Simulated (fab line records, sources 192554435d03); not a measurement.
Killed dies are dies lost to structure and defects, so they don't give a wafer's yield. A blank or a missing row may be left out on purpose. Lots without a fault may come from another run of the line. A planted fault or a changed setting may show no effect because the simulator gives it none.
Split-lot experiment | flow n5_finfet | 7 lots, 39 wafers read, on a route of 1938 steps

THE SPLIT
At N5_BEOL_M2_ILD_DEP_00 (deposits SiOC from DEMS/O2, target thk 79 nm, time 15.3 s), the setting target_thk_a was moved away from the recipe's 790 angstrom on 12 of the 39 wafers read, by -57.6% to +27.5%. The other wafers ran this setting at the recipe's value.

The file shows no step between the split and the reading.

THE READING
M2_ILD_THK, in nm, at N5_BEOL_M2_THK_MEAS_01. Fault-free wafers of this fab line usually give 79.0 nm, standard deviation 1.1 nm.

wafer  | tool, chamber at the split | target_thk_a as run, angstrom | against the recipe | M2_ILD_THK, nm | against lot-mates on the recipe
L077.1 | pecvd-01, 0                | 790                           | recipe             | 77.4           | -
L077.2 | pecvd-01, 1                | 790                           | recipe             | 78.4           | -
L077.3 | pecvd-01, 2                | 790                           | recipe             | 77.8           | -
L077.4 | pecvd-01, 0                | 790                           | recipe             | 79.8           | -
L077.5 | pecvd-01, 2                | 790                           | recipe             | 79.0           | -
L077.6 | pecvd-01, 1                | 790                           | recipe             | 79.4           | -
L079.1 | pecvd-01, 1                | 790                           | recipe             | 79.0           | -
L079.2 | pecvd-01, 0                | 790                           | recipe             | 78.8           | -
L079.3 | pecvd-01, 2                | 790                           | recipe             | 79.4           | -
L079.4 | pecvd-01, 0                | 790                           | recipe             | 78.3           | -
L079.5 | pecvd-01, 1                | 790                           | recipe             | 81.5           | -
L079.6 | pecvd-01, 2                | 790                           | recipe             | 79.6           | -
L086.1 | pecvd-04, 2                | 518.1                         | -34.4%             | 50.5           | -28.2
L086.2 | pecvd-04, 1                | 790                           | recipe             | 78.4           | -
L086.3 | pecvd-04, 0                | 790                           | recipe             | 77.5           | -
L086.4 | pecvd-04, 2                | 518.1                         | -34.4%             | 51.1           | -27.6
L086.5 | pecvd-04, 0                | 518.1                         | -34.4%             | 50.1           | -28.6
L086.6 | pecvd-04, 1                | 790                           | recipe             | 80.1           | -
L087.3 | pecvd-04, 1                | 790                           | recipe             | 77.1           | -
L087.4 | pecvd-04, 2                | 790                           | recipe             | 78.9           | -
L087.6 | pecvd-04, 0                | 790                           | recipe             | 78.7           | -
L092.1 | pecvd-03, 1,0              | 790                           | recipe             | 78.2           | -
L092.2 | pecvd-03, 2                | 790                           | recipe             | 78.3           | -
L092.3 | pecvd-03, 1,0              | 790                           | recipe             | 78.1           | -
L092.4 | pecvd-03, 2                | 335                           | -57.6%             | 34.5           | -43.7
L092.5 | pecvd-03, 1                | 335                           | -57.6%             | 33.7           | -44.5
L092.6 | pecvd-03, 0                | 335                           | -57.6%             | 32.8           | -45.4
L093.1 | pecvd-03, 0                | 385.7                         | -51.2%             | 38.1           | -40.2
L093.2 | pecvd-03, 2                | 385.7                         | -51.2%             | 38.6           | -39.7
L093.3 | pecvd-03, 1                | 790                           | recipe             | 78.1           | -
L093.4 | pecvd-03, 0                | 385.7                         | -51.2%             | 39.1           | -39.2
L093.5 | pecvd-03, 2                | 790                           | recipe             | 79.2           | -
L093.6 | pecvd-03, 1                | 790                           | recipe             | 77.7           | -
L097.1 | pecvd-03, 2                | 1007                          | +27.5%             | 99.7           | +20.7
L097.2 | pecvd-03, 1                | 1007                          | +27.5%             | 99.3           | +20.3
L097.3 | pecvd-03, 0                | 790                           | recipe             | 78.4           | -
L097.4 | pecvd-03, 1                | 790                           | recipe             | 79.1           | -
L097.5 | pecvd-03, 2                | 790                           | recipe             | 79.5           | -
L097.6 | pecvd-03, 0                | 1007                          | +27.5%             | 101.2          | +22.2
Where a row lists several chambers, the file gives one row for several wafers and doesn't say which wafer went through which chamber.

THE FIT
A straight line over all 39 wafers: M2_ILD_THK changes by +0.787 nm for each +1% of target_thk_a; r = +1.00; the points scatter about the line by 0.92 nm.
The same after taking each lot's own level away (the mean of its wafers on the recipe; 39 wafers): +0.779 nm for each +1%; r = +1.00; scatter 0.86 nm.
On that fit, the largest move of target_thk_a shifts the reading by 45 nm.
The lots' own levels span 78.20 to 79.43 nm, that is 1.1 times the standard deviation above.
So the lot-to-lot level changes the slope little: the two slopes agree.
Check: with one of the wafers moved furthest among these (-57.6%) left out of the fit, the line predicts -45.2 nm for it against its lot-mates. It came out at -43.7 nm against them.

THE WHOLE CHAIN: every reading that the file lists as answering this split, in the file's order
step                   | what it does                                              | reading                                                                            | change (the file's fit)               | r (the file's)
N5_BEOL_M2_ILD_DEP_00  | deposits SiOC from DEMS/O2, target thk 79 nm, time 15.3 s | SiOC_of_BEOL_M2_ILD_DEP_00.thk_nm (the simulator's own value, which no gauge read) | +0.781 nm for each +1% of the setting | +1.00
N5_BEOL_M2_THK_MEAS_01 |                                                           | M2_ILD_THK                                                                         | +0.78 for each +1% of the setting     | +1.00

THE FILE'S OWN FIT
M2_ILD_THK changes by +0.78 nm for each +1% of target_thk_a, r = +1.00.
